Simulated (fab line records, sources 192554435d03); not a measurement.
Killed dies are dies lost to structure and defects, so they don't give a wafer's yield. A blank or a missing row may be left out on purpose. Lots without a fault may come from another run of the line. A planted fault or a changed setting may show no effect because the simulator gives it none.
A struck lot beside a sound one | flow n5_finfet | 16 steps out of a route of 1938
Sound: wafers L540.1, L540.2, L540.5. Struck: wafers L551.1, L551.3, L551.5. The cause comes at the end.
At each step with rows: each side's tool, then ch and its chambers, then its first start. Under that, the readings that differ: sound wafers | struck wafers | difference of the means | sigmas: that difference in standard deviations of wafers without a fault.
alike: readings whose means differ by less than 2 such deviations, and words and numbers that are the same on both sides. not compared: withheld readings, readings that some wafer has no value for, bounds like >300 that may hide the same value, and numbers for which the record gives no deviation and whose values overlap.
The two part at a step that has a row with sigmas, a row that says differs or no value, or rows on one side only. Numbers that don't overlap but have no deviation are shown without sigmas and don't part them. A reading that every wafer of one side lacks parts them only if that side has two wafers or more.

N5_BEOL_M3_OCD_MEAS_38:
  sound on ocd-01, day 9 16:55; struck on ocd-01, day 13 22:41
  alike: trench_depth_nm
then, 4 steps without rows for these wafers: N5_BEOL_M3_HM_STRIP_39 (strips TiN in peroxide tin strip, target depth 25 nm, time 158 s); N5_BEOL_M3_SRD_40 (time 30 s); N5_BEOL_M3_PRECLEAN_42 (cleans in residue remover, time 60 s); N5_BEOL_M3_SRD_43 (time 30 s).
N5_BEOL_M3_CD_MEAS_35: target cd 18 nm, target cd y 21 nm.
  sound on cd_sem-01, day 9 17:05; struck on cd_sem-03, day 13 22:50
  alike: cd_nm
N5_BEOL_M3_DEGAS_44: time 60 s.
  sound on pvd_sputter-03, day 9 17:25; struck on pvd_sputter-01, day 13 23:41
  alike: heater_power_w
then, 1 step without rows for these wafers: N5_BEOL_M3_PRE_CLEAN_45 (time 30 s).
N5_BEOL_M3_ALD_84: deposits TaN, pulse time 2 s, purge time 3 s, co reactant purge time 2 s.
  sound on ald_metal-04 ch 1,3, day 9 17:31; struck on ald_metal-01 ch 0,2, day 13 23:47
  alike: heater_power_w, mfc_carrier_sccm, precursor_vessel_carrier_sccm
N5_BEOL_M3_SURFACE_TREAT_85:
  sound on pvd_sputter-01, day 9 17:45; struck on pvd_sputter-01, day 14 00:04
  not compared: throttle_valve_pct
then, 1 step without rows for these wafers: N5_BEOL_M3_CVD_47 (deposits Co from CCTBA/H2, target thk 3 nm, time 223.8 s).
N5_BEOL_M3_SPUTTER_48: material Cu, target thk 4.5 nm, time 8.29 s.
  sound on pvd_sputter-02, day 9 18:02; struck on pvd_sputter-01, day 14 00:18
  alike: throttle_valve_pct
N5_BEOL_M3_ANNEAL_49: time 240 s.
  sound on pvd_sputter-02, day 9 18:07; struck on pvd_sputter-01, day 14 00:23
  no value came back on the struck wafers for heater_power_w (W), susceptor_temp_C (C); on the sound wafers heater_power_w (W) reads 881 715 751
N5_BEOL_M3_SPUTTER_79: material Cu, target thk 4.5 nm, time 8.29 s.
  sound on pvd_sputter-02, day 9 18:16; struck on pvd_sputter-01, day 14 00:31
  alike: throttle_valve_pct
N5_BEOL_M4_RC_MEAS_101:
  sound on prober-01 ch 0, day 10 05:02; struck on prober-02 ch 0, day 15 04:56
  alike: DIBL_N, DIBL_P, IOFF_N, IOFF_P, ION_N, ION_P, SS_N, SS_P, VT_N, VT_P
N5_PASSIVATION_PROBE_49:
  the record has rows for the sound wafers here (prober-02, day 15 11:29) and none for the struck ones

WHERE THEY PART
First at N5_BEOL_M3_ANNEAL_49; last, within this record, at N5_PASSIVATION_PROBE_49.

WHY: what the simulator had put in
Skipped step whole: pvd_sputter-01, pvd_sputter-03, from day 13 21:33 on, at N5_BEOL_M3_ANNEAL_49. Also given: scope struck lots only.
